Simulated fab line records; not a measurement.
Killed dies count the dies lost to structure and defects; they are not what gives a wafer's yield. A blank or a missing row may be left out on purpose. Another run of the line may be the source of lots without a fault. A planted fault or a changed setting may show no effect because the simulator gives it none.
Matching of chambers | flow n5-finfet | N5_BEOL_M13_DESCUM_15 on rie-diel-04: 4 sister chambers
The step chemistry O2, time 7.9 s. 14 wafers are shown with their chamber, then 7 later ones without.

## WAFERS PAIRED WITH THEIR CHAMBERS
wafer  | chamber | showerhead-plenum-p-Torr (Torr) | drypump-motor-current-A (A) | oes-product-au (a.u.)
L074.1 | 0       | 2.19                            | 5.5                         | 0.71
L074.4 | 2       | 2.13                            | 5.0                         | 0.89
L074.6 | 3       | 2.04                            | 5.4                         | 0.67
L075.2 | 2       | 2.13                            | 5.0                         | 0.88
L075.4 | 1       | 2.18                            | 5.0                         | 0.74
L075.5 | 0       | 2.19                            | 5.5                         | 0.72
L084.1 | 3       | 2.04                            | 5.4                         | 0.92
L084.3 | 0       | 2.18                            | 5.5                         | 0.70
L084.5 | 1       | 2.18                            | 5.0                         | 0.72
L086.1 | 0       | 2.18                            | 5.4                         | 0.70
L086.2 | 3       | 2.04                            | 5.4                         | 0.92
L086.3 | 2       | 2.12                            | 4.9                         | 0.85
L093.2 | 0       | 2.18                            | 5.5                         | 0.69
L093.4 | 1       | 2.17                            | 5.0                         | 0.71

SIGNATURES, as means of the wafers listed above
reading                  | chamber 0 | chamber 1 | chamber 2 | chamber 3 | scatter within a chamber
showerhead-plenum-p-Torr | 2.1840    | 2.1767    | 2.1267    | 2.0400    | 0.00503
drypump-motor-current-A  | 5.480     | 5.000     | 4.967     | 5.400     | 0.0383
oes-product-au           | 0.7040    | 0.7233    | 0.8733    | 0.8367    | 0.066
Rule: a wafer's distance from a chamber is the root of the sum, over the readings, of the square of ((its reading less the chamber's mean) divided by the reading's scatter). If the next closest chamber is less than 2 further off than the closest, the wafer can't be placed; otherwise it belongs to the closest. How the scatter is found: for the shown wafers, subtract from each reading the mean of its chamber, square and add these, divide the total by (wafers less chambers), then take the root.

## WAFERS WHOSE CHAMBER IS MISSING
wafer  | showerhead-plenum-p-Torr (Torr) | drypump-motor-current-A (A) | oes-product-au (a.u.)
L093.6 | 2.12                            | 5.0                         | 0.83
L097.1 | 2.17                            | 5.0                         | 0.71
L097.3 | 2.17                            | 5.4                         | 0.99
L097.6 | 2.17                            | 5.0                         | 0.70
L096.1 | 2.03                            | 5.4                         | 0.86
L096.3 | 2.11                            | 5.0                         | 0.79
L096.4 | 2.17                            | 5.5                         | 0.95

## EACH ONE'S CHAMBER
wafer  | from the rows above | in truth
L093.6 | 2                   | 2
L097.1 | 1                   | 1
L097.3 | 0                   | 0
L097.6 | 1                   | 1
L096.1 | 3                   | 3
L096.3 | 2                   | 2
L096.4 | 0                   | 0
Placed correctly: 7 of 7. From these rows, 0 cannot be placed. Wrongly placed: 0.
